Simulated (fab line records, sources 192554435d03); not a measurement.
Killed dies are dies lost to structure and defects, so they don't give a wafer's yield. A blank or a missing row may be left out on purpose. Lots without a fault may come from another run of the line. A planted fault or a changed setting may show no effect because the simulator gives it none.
Problem report in the 8D (eight disciplines) form, filled by code | flow n5_finfet | the parts of the form that need people (team, actions taken, sign-off) are left out

1. THE PROBLEM
killed_at_M4_up at N5_PASSIVATION_PROBE_49 reads a mean of 77 on 3 wafers of 3 lots; wafers without a fault read 14 with a standard deviation of 5.3. That is +12 standard deviations from the usual mean.
First seen on wafer L687.2, day 14 05:58, on prober-02. The record holds 3 wafers of 3 lots with a number at this step. Rule for "out", or "out of limits": more than 4 standard deviations from the usual mean. The other wafers with a number count as sound.

2. WHAT IT IS AND WHAT IT IS NOT
question                    | is                     | is not
which readings at this step | killed_at_M4_up        | killed_at_M0_to_M3, killed_at_contacts, killed_at_front_end, killed_at_other, killed_open, sort_bin_6_memory
which lots                  | L687, L689, L691       | -
which wafers of those lots  | all that have a number | -
read on which tools         | prober-01, prober-02   | -
when                        | from day 14 05:58      | up to then (0 sound wafers)

3. SUSPECTS, AND WHAT RULES EACH OUT
Counting: a tool at a process step up to the reading stays a suspect if it ran every lot that is out and no sound lot after the first of them.
- pecvd-01 at N5_BEOL_M7_PRE_CLEAN_55 (time 15 s): kept. It ran every lot that is out, first L687 (day 11 01:55), and no sound lot after that.
Left after counting: pecvd-01 at N5_BEOL_M7_PRE_CLEAN_55.

4. THE CAUSE (what the simulator had put in)
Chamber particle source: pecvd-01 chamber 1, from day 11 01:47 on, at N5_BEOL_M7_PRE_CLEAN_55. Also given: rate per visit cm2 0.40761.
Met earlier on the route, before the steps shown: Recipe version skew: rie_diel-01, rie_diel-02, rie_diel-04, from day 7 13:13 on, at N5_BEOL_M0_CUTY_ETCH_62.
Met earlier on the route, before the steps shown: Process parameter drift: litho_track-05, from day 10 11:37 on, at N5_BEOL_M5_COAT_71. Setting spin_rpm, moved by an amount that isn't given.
Counting left only this tool.

5. THE CHAIN OF EFFECTS, in route order
Each row: a reading whose mean over the struck wafers that have a number lies more than 3 standard deviations from the usual. Only readings for which the record gives a usual standard deviation are gone through. hours: the time from each lot's start at the first step in this table that gives one to its start at this step, as a median over the lots. sigmas: the change in usual standard deviations.
hours | step                    | reading             | usual | on struck wafers | change | sigmas
0     | N5_PASSIVATION_PROBE_49 | killed_at_M4_up     | 14    | 77               | +63    | +12
0     | N5_PASSIVATION_PROBE_49 | killed_on_rim       | 14    | 31               | +17    | +4.4
0     | N5_PASSIVATION_PROBE_49 | sort_bin_5_function | 5.2 % | 8.2              | +3.0   | +3.2
The process steps in it:
- N5_PASSIVATION_PROBE_49

6. WHAT WOULD HAVE CAUGHT IT SOONER
In this record the first reading out of limits was taken at day 14 05:58, 76 hours after the fault began at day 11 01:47.
All the lots that are out (3) had begun N5_BEOL_M7_PRE_CLEAN_55 on pecvd-01 by day 14 05:58. A hold on the tool at that time would have spared none of them.
